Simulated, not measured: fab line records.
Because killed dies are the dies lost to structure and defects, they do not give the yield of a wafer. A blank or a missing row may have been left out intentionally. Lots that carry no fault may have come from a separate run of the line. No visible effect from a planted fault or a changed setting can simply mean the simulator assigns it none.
Which tool did it? :: flow n5Finfet :: 28 wafers from 10 lots sampled at 6 of the route's 1938 steps

## WHAT THE GAUGES READ, wafer by wafer
N5_BEOL_M0_SAQP_THK_MEAS_05. Usual: thkNm at 60.0 nm, with a standard deviation of 0.75.
lot: L655
measured: day 5 21:23
on: filmMetro-02
thkNm (nm): 58.8 58.6 59.5
flag: 

lot: L656
measured: day 6 04:25
on: filmMetro-02
thkNm (nm): 59.3 59.2 59.9
flag: 

lot: L657
measured: day 6 12:41
on: filmMetro-01
thkNm (nm): 58.9 59.9 61.7
flag: 

lot: L661
measured: day 7 10:05
on: filmMetro-01
thkNm (nm): 58.6 60.7
flag: 

lot: L662
measured: day 7 12:59
on: filmMetro-02
thkNm (nm): 60.1 60.1
flag: 

lot: L667
measured: day 9 20:50
on: filmMetro-02
thkNm (nm): 59.6 60.8 60.0
flag: 

lot: L668
measured: day 9 20:56
on: filmMetro-01
thkNm (nm): 59.9 61.2 60.9
flag: 

lot: L670
measured: day 9 23:08
on: filmMetro-01
thkNm (nm): 59.7 60.2 60.4
flag: 

lot: L669
measured: day 9 23:23
on: filmMetro-01
thkNm (nm): 60.2 61.2 60.5
flag: 

lot: L676
measured: day 11 10:22
on: filmMetro-01
thkNm (nm): 59.7 61.1 61.1
flag: 

N5_BEOL_M0_SAQP_CD_MEAS_14: target cd 42.5 nm. Usual: cdNm at 42.4 nm, with a standard deviation of 0.36.
lot: L655
measured: day 5 21:52
on: cdSem-02
cdNm (nm): 42.5 42.2 42.6
flag: 

lot: L656
measured: day 6 04:46
on: cdSem-01
cdNm (nm): 41.9 42.2 41.8
flag: 

lot: L657
measured: day 6 13:11
on: cdSem-01
cdNm (nm): 42.4 42.3 42.1
flag: 

lot: L661
measured: day 7 10:34
on: cdSem-01
cdNm (nm): 42.7 42.7
flag: 

lot: L662
measured: day 7 13:28
on: cdSem-03
cdNm (nm): 42.7 43.1
flag: 

lot: L667
measured: day 9 21:19
on: cdSem-03
cdNm (nm): 41.6 42.5 42.7
flag: 

lot: L668
measured: day 9 21:29
on: cdSem-02
cdNm (nm): 41.7 42.4 42.3
flag: 

lot: L670
measured: day 9 23:37
on: cdSem-01
cdNm (nm): 42.9 42.8 42.8
flag: 

lot: L669
measured: day 9 23:54
on: cdSem-03
cdNm (nm): 42.0 42.8 41.9
flag: 

lot: L676
measured: day 11 10:44
on: cdSem-03
cdNm (nm): 42.4 42.8 42.3
flag: 

N5_BEOL_M0_SAQP_CD_MEAS_25: target cd 13.1 nm. Usual: cdNm at 12.81 nm, with a standard deviation of 0.23.
lot: L655
measured: day 6 00:00
on: cdSem-02
cdNm (nm): 13.08 13.37 12.26
flag: 

lot: L656
measured: day 6 06:31
on: cdSem-02
cdNm (nm): 12.93 12.83 13.02
flag: 

lot: L657
measured: day 6 14:50
on: cdSem-01
cdNm (nm): 12.90 12.21 13.06
flag: 

lot: L661
measured: day 7 12:16
on: cdSem-03
cdNm (nm): 11.83 12.84
flag: 

lot: L662
measured: day 7 15:42
on: cdSem-02
cdNm (nm): 12.00 12.93
flag: 

lot: L667
measured: day 9 23:26
on: cdSem-01
cdNm (nm): 12.81 12.80 13.00
flag: 

lot: L668
measured: day 10 00:19
on: cdSem-02
cdNm (nm): 12.80 12.54 12.34
flag: 

lot: L670
measured: day 10 01:25
on: cdSem-01
cdNm (nm): 13.10 12.84 12.88
flag: 

lot: L669
measured: day 10 01:58
on: cdSem-01
cdNm (nm): 12.80 12.75 12.49
flag: 

lot: L676
measured: day 11 12:30
on: cdSem-03
cdNm (nm): 12.59 12.78 12.81
flag: 

N5_BEOL_M4_RC_MEAS_101. Usual: DIBL_N 36.5 mV/V, standard deviation 1.4; DIBL_P 36.6 mV/V, standard deviation 1.9; IOFF_N 0.167 nA/um, standard deviation 0.029; IOFF_P 0.21 nA/um, standard deviation 0.033; ION_N 674 uA/um, standard deviation 12; ION_P 460 uA/um, standard deviation 8.9; SS_N 71.6 mV/dec, standard deviation 0.57; SS_P 73.4 mV/dec, standard deviation 0.61; VT_N 249 mV, standard deviation 3.3; VT_P -250 mV, standard deviation 3.3.
lot: L655
measured: day 8 10:22
on: prober-02
DIBL_N (mV/V): 36.0 34.5 38.5
DIBL_P (mV/V): 36.0 33.9 39.2
IOFF_N (nA/um): 0.160 0.134 0.214
IOFF_P (nA/um): 0.20 0.18 0.26
ION_N (uA/um): 664 657 674
ION_P (uA/um): 454 450 459
SS_N (mV/dec): 71.5 71.3 72.6
SS_P (mV/dec): 73.9 73.7 74.7
VT_N (mV): 250 252 244
VT_P (mV): -252 -256 -247
flag: 

lot: L656
measured: day 8 13:14
on: prober-02
DIBL_N (mV/V): 36.0 34.5 36.4
DIBL_P (mV/V): 37.2 34.3 36.9
IOFF_N (nA/um): 0.162 0.130 0.145
IOFF_P (nA/um): 0.23 0.19 0.22
ION_N (uA/um): 693 667 659
ION_P (uA/um): 478 460 457
SS_N (mV/dec): 71.3 71.4 72.1
SS_P (mV/dec): 72.9 72.8 73.6
VT_N (mV): 252 253 252
VT_P (mV): -252 -250 -250
flag: 

lot: L657
measured: day 9 03:16
on: prober-02
DIBL_N (mV/V): 36.6 35.1 37.3
DIBL_P (mV/V): 35.3 33.9 36.3
IOFF_N (nA/um): 0.158 0.135 0.173
IOFF_P (nA/um): 0.23 0.21 0.25
ION_N (uA/um): 678 662 677
ION_P (uA/um): 467 462 470
SS_N (mV/dec): 71.5 70.4 71.1
SS_P (mV/dec): 73.4 73.0 73.6
VT_N (mV): 250 252 250
VT_P (mV): -248 -248 -244
flag: 

lot: L661
measured: day 9 18:31
on: prober-02
DIBL_N (mV/V): 35.3 37.7
DIBL_P (mV/V): 35.3 38.0
IOFF_N (nA/um): 0.157 0.191
IOFF_P (nA/um): 0.18 0.23
ION_N (uA/um): 678 679
ION_P (uA/um): 457 467
SS_N (mV/dec): 71.5 72.2
SS_P (mV/dec): 73.0 74.1
VT_N (mV): 248 245
VT_P (mV): -253 -249
flag: 

lot: L662
measured: day 9 23:21
on: prober-01
DIBL_N (mV/V): 37.5 36.1
DIBL_P (mV/V): 37.5 35.6
IOFF_N (nA/um): 0.210 0.158
IOFF_P (nA/um): 0.21 0.18
ION_N (uA/um): 689 671
ION_P (uA/um): 465 453
SS_N (mV/dec): 71.5 71.5
SS_P (mV/dec): 73.6 72.5
VT_N (mV): 245 249
VT_P (mV): -251 -253
flag: 

lot: L667
measured: day 11 23:48
on: prober-02
DIBL_N (mV/V): 38.3 39.2 35.4
DIBL_P (mV/V): 39.6 40.3 35.6
IOFF_N (nA/um): 0.211 0.215 0.146
IOFF_P (nA/um): 0.29 0.29 0.21
ION_N (uA/um): 697 685 673
ION_P (uA/um): 479 469 468
SS_N (mV/dec): 71.4 72.0 71.3
SS_P (mV/dec): 73.7 74.0 72.5
VT_N (mV): 248 246 249
VT_P (mV): -245 -244 -250
flag: 

lot: L668
measured: day 12 01:44
on: prober-01
DIBL_N (mV/V): 37.8 36.9 35.8
DIBL_P (mV/V): 38.8 37.7 36.3
IOFF_N (nA/um): 0.196 0.180 0.148
IOFF_P (nA/um): 0.22 0.21 0.19
ION_N (uA/um): 677 685 670
ION_P (uA/um): 460 464 461
SS_N (mV/dec): 71.7 71.3 71.3
SS_P (mV/dec): 73.6 73.5 73.9
VT_N (mV): 245 247 249
VT_P (mV): -248 -250 -252
flag: 

lot: L670
measured: day 12 05:22
on: prober-02
DIBL_N (mV/V): 35.6 36.2 37.4
DIBL_P (mV/V): 35.7 36.2 37.4
IOFF_N (nA/um): 0.135 0.152 0.164
IOFF_P (nA/um): 0.16 0.17 0.20
ION_N (uA/um): 662 664 674
ION_P (uA/um): 445 446 454
SS_N (mV/dec): 71.4 70.7 72.3
SS_P (mV/dec): 72.4 73.0 72.9
VT_N (mV): 255 249 251
VT_P (mV): -255 -255 -255
flag: 

lot: L669
measured: day 12 04:33
on: prober-01
DIBL_N (mV/V): 36.4 40.3 36.8
DIBL_P (mV/V): 35.7 39.6 35.8
IOFF_N (nA/um): 0.127 0.217 0.137
IOFF_P (nA/um): 0.16 0.22 0.16
ION_N (uA/um): 656 674 656
ION_P (uA/um): 444 453 449
SS_N (mV/dec): 71.0 72.3 71.5
SS_P (mV/dec): 72.9 74.0 73.3
VT_N (mV): 255 245 252
VT_P (mV): -257 -252 -258
flag: 

lot: L676
measured: day 13 20:43
on: prober-01
DIBL_N (mV/V): 35.2 35.4 36.6
DIBL_P (mV/V): 34.8 35.0 36.5
IOFF_N (nA/um): 0.133 0.141 0.165
IOFF_P (nA/um): 0.19 0.20 0.21
ION_N (uA/um): 649 670 663
ION_P (uA/um): 452 462 447
SS_N (mV/dec): 72.1 71.4 72.4
SS_P (mV/dec): 72.1 72.8 71.9
VT_N (mV): 252 250 249
VT_P (mV): -252 -251 -251
flag: 

## EACH LOT AND THE TOOL THAT RAN IT (in order: tool; ch and the chambers of the sampled wafers; start)
lot: L655
N5_BEOL_M0_SAQP_SPACER1_ALD_98: aldSin-03 ch 0,1,3, day 5 23:17
N5_BEOL_M0_SAQP_ETCH_102: rieSi-05 ch 0,2,3, day 6 00:23

lot: L656
N5_BEOL_M0_SAQP_SPACER1_ALD_98: aldSin-03 ch 0,1,3, day 6 05:49
N5_BEOL_M0_SAQP_ETCH_102: rieSi-02 ch 0,1,3, day 6 06:40

lot: L657
N5_BEOL_M0_SAQP_SPACER1_ALD_98: aldSin-03 ch 0,1, day 6 14:10
N5_BEOL_M0_SAQP_ETCH_102: rieSi-05 ch 0,2,3, day 6 14:58

lot: L661
N5_BEOL_M0_SAQP_SPACER1_ALD_98: aldSin-03 ch 0,1, day 7 11:35
N5_BEOL_M0_SAQP_ETCH_102: rieSi-06 ch 1,2, day 7 12:24

lot: L662
N5_BEOL_M0_SAQP_SPACER1_ALD_98: aldSin-03 ch 0,3, day 7 15:11
N5_BEOL_M0_SAQP_ETCH_102: rieSi-06 ch 0,1, day 7 15:58

lot: L667
N5_BEOL_M0_SAQP_SPACER1_ALD_98: aldSin-02 ch 0,2,3, day 9 22:40
N5_BEOL_M0_SAQP_ETCH_102: rieSi-05 ch 2,3, day 9 23:35

lot: L668
N5_BEOL_M0_SAQP_SPACER1_ALD_98: aldSin-02 ch 0,2, day 9 23:37
N5_BEOL_M0_SAQP_ETCH_102: rieSi-02 ch 1,3, day 10 00:28

lot: L670
N5_BEOL_M0_SAQP_SPACER1_ALD_98: aldSin-04 ch 0,2,3, day 10 00:45
N5_BEOL_M0_SAQP_ETCH_102: rieSi-06 ch 2,3, day 10 01:34

lot: L669
N5_BEOL_M0_SAQP_SPACER1_ALD_98: aldSin-04 ch 0,2,3, day 10 01:12
N5_BEOL_M0_SAQP_ETCH_102: rieSi-06 ch 0,1, day 10 02:07

lot: L676
N5_BEOL_M0_SAQP_SPACER1_ALD_98: aldSin-02 ch 1,2,3, day 11 11:50
N5_BEOL_M0_SAQP_ETCH_102: rieSi-06 ch 0,3, day 11 12:38
- N5_BEOL_M0_SAQP_SPACER1_ALD_98: deposits SiO2, target thk 12.8 nm, pulse time 1 s, purge time 2 s.
- N5_BEOL_M0_SAQP_ETCH_102: etches SiO2 in CF4, target depth 4 nm, time 4.4 s.

## WHAT THE TOOLS THEMSELVES READ (means of the sampled wafers that have a number; where no wafer has one, the mark that the record gives instead)
N5_BEOL_M0_SAQP_SPACER1_ALD_98. Usual: heaterPowerW 448 W, standard deviation 60; precursorPulseHeightRel 0.997, standard deviation 0.02.
lot: L655
tool: aldSin-03
heaterPowerW (W): 439
precursorPulseHeightRel: 0.999
flag: 

lot: L656
tool: aldSin-03
heaterPowerW (W): 434
precursorPulseHeightRel: 0.992
flag: 

lot: L657
tool: aldSin-03
heaterPowerW (W): 454
precursorPulseHeightRel: 1.003
flag: 

lot: L661
tool: aldSin-03
heaterPowerW (W): 462
precursorPulseHeightRel: 1.012
flag: 

lot: L662
tool: aldSin-03
heaterPowerW (W): 434
precursorPulseHeightRel: 1.011
flag: 

lot: L667
tool: aldSin-02
heaterPowerW (W): 488
precursorPulseHeightRel: 1.007
flag: 

lot: L668
tool: aldSin-02
heaterPowerW (W): 491
precursorPulseHeightRel: 0.999
flag: 

lot: L670
tool: aldSin-04
heaterPowerW (W): 463
precursorPulseHeightRel: 0.995
flag: 

lot: L669
tool: aldSin-04
heaterPowerW (W): 483
precursorPulseHeightRel: 1.001
flag: 

lot: L676
tool: aldSin-02
heaterPowerW (W): 440
precursorPulseHeightRel: 1.020
flag: 

N5_BEOL_M0_SAQP_ETCH_102. Usual: drypumpMotorCurrentA 5.7 A, standard deviation 0.41; heBacksideLeakSccm 2.70 sccm, standard deviation 0.24; oesProductAu 1.000 a.u., standard deviation 0.02; throttleValvePct 21.7 %, standard deviation 0.31.
lot: L655
tool: rieSi-05
drypumpMotorCurrentA (A): 5.9
heBacksideLeakSccm (sccm): 2.78
oesProductAu (a.u.): 0.993
throttleValvePct (%): 21.9
flag: 

lot: L656
tool: rieSi-02
drypumpMotorCurrentA (A): 5.6
heBacksideLeakSccm (sccm): 2.77
oesProductAu (a.u.): 1.014
throttleValvePct (%): 21.5
flag: 

lot: L657
tool: rieSi-05
drypumpMotorCurrentA (A): 6.0
heBacksideLeakSccm (sccm): 2.72
oesProductAu (a.u.): 0.993
throttleValvePct (%): 21.9
flag: 

lot: L661
tool: rieSi-06
drypumpMotorCurrentA (A): 5.2
heBacksideLeakSccm (sccm): 2.67
oesProductAu (a.u.): 1.012
throttleValvePct (%): 21.6
flag: 

lot: L662
tool: rieSi-06
drypumpMotorCurrentA (A): 5.3
heBacksideLeakSccm (sccm): 2.84
oesProductAu (a.u.): 0.977
throttleValvePct (%): 21.4
flag: 

lot: L667
tool: rieSi-05
drypumpMotorCurrentA (A): 6.2
heBacksideLeakSccm (sccm): 2.61
oesProductAu (a.u.): 1.003
throttleValvePct (%): 21.9
flag: 

lot: L668
tool: rieSi-02
drypumpMotorCurrentA (A): 5.6
heBacksideLeakSccm (sccm): 2.47
oesProductAu (a.u.): 1.011
throttleValvePct (%): 21.4
flag: 

lot: L670
tool: rieSi-06
drypumpMotorCurrentA (A): 5.5
heBacksideLeakSccm (sccm): 2.53
oesProductAu (a.u.): 1.023
throttleValvePct (%): 21.8
flag: 

lot: L669
tool: rieSi-06
drypumpMotorCurrentA (A): 5.2
heBacksideLeakSccm (sccm): 2.94
oesProductAu (a.u.): 0.976
throttleValvePct (%): 21.4
flag: 

lot: L676
tool: rieSi-06
drypumpMotorCurrentA (A): 5.8
heBacksideLeakSccm (sccm): 2.58
oesProductAu (a.u.): 1.002
throttleValvePct (%): 21.7
flag: 

## THE ANSWER, worked out from the rows above alone
Rule: take the mean of a lot's wafers that have a number; if it is more than 3 standard deviations from the usual mean, the lot is off. A lot without any number at a reading at which 4 lots or more have one is off too. Where the step has rows for the other lots, those lots are counted as sound. Order of review: gauges by route order, followed by the tools' own readings, for which a lot's mean as printed above is used. The first step at which some lot is off is used, and at that step the reading that is off furthest; a lot without a number counts as furthest.
Across all readings shown, no lot is off: no conclusion can be drawn from this.

## WHAT THE SIMULATOR PUT IN
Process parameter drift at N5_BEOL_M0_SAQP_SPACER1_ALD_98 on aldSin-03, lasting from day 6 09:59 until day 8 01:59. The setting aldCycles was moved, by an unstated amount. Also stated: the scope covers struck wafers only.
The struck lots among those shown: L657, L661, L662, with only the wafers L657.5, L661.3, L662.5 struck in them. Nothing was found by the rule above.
